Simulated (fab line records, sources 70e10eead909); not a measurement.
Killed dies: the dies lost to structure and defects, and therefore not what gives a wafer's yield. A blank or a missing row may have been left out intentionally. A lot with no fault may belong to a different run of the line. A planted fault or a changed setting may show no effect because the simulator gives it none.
Matching of chambers -- flow nand_harc -- NHARC_P_GATE_ALD_36 on ald_sin-03 has 4 sister chambers
The step deposits SiNx, target thk 20 nm, pulse time 60 s, ald cycles 223. 4 wafers are shown with their chamber, then 7 later ones without.

WAFERS, EACH WITH ITS CHAMBER
wafer,chamber,heater_power_w (W)
L613.6,2,776
L620.6,1,876
L622.4,3,765
L622.2,0,914

WAFERS WITH NO CHAMBER GIVEN
wafer,heater_power_w (W)
L622.6,965
L626.1,867
L626.3,948
L626.6,886
L634.2,906
L634.4,904
L634.1,777

EACH ONE'S CHAMBER
wafer,from the rows above,in truth
L622.6,can't be placed: 0 or 1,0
L626.1,can't be placed: 1 or 0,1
L626.3,can't be placed: 0 or 1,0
L626.6,can't be placed: 1 or 0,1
L634.2,can't be placed: 0 or 1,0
L634.4,can't be placed: 0 or 1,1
L634.1,can't be placed: 2 or 3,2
0 of 7 placed correctly. Not placeable from these rows: 7 (in 7, the candidates include the true chamber). Number placed wrongly: 0.
How it was worked out, from the rows above alone: a wafer's distance from a chamber is the root of the sum, over the readings, of the square of ((its reading less the chamber's mean) divided by the reading's scatter). If the next closest chamber is less than 2 further off than the closest, the wafer can't be placed; otherwise it belongs to the closest. Each chamber's mean is taken over the wafers shown for it. The scatter: root of mean squared gap, hidden wafer to nearest shown wafer, with one shown wafer a chamber.
